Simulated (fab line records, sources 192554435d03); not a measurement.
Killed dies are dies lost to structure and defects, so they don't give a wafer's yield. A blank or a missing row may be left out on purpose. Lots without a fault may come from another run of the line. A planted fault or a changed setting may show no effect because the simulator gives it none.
Chamber matching | flow n5_finfet | N5_BEOL_M4_STRIP_66 on rie_diel-04: 4 sister chambers
The step strips in CF4. 4 wafers are shown with their chamber, then 11 later ones without.

WAFERS WITH THEIR CHAMBER
wafer  | chamber | drypump_motor_current_A (A)
L088.1 | 3       | 6.5
L088.3 | 2       | 5.8
L088.4 | 1       | 5.3
L090.1 | 0       | 5.2

WAFERS WITHOUT THEIR CHAMBER
wafer  | drypump_motor_current_A (A)
L090.3 | 5.3
L090.5 | 5.2
L091.3 | 5.2
L091.5 | 5.3
L091.6 | 5.2
L092.1 | 5.3
L092.2 | 5.4
L092.3 | 6.5
L096.1 | 5.4
L096.4 | 5.4
L096.5 | 5.8

WHICH CHAMBER EACH WENT THROUGH
wafer  | from the rows above     | in truth
L090.3 | can't be placed: 1 or 0 | 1
L090.5 | can't be placed: 0 or 1 | 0
L091.3 | can't be placed: 0 or 1 | 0
L091.5 | can't be placed: 1 or 0 | 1
L091.6 | can't be placed: 0 or 1 | 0
L092.1 | can't be placed: 1 or 0 | 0
L092.2 | can't be placed: 1 or 0 | 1
L092.3 | 3                       | 3
L096.1 | can't be placed: 1 or 0 | 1
L096.4 | can't be placed: 1 or 0 | 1
L096.5 | 2                       | 2
Placed correctly: 2 of 11. Can't be placed from these rows: 9 (the true chamber is among the candidates in 9). Placed wrongly: 0.
How it was worked out, from the rows above alone: a wafer's distance from a chamber is the root of the sum, over the readings, of the square of ((its reading less the chamber's mean) divided by the reading's scatter). The wafer belongs to the nearest chamber; if the next one is less than 2 further off, it can't be placed. A chamber's mean is the mean of its shown wafers. The scatter: with one shown wafer a chamber, the root of the mean of the squares of how far each hidden wafer lies from its nearest shown one.
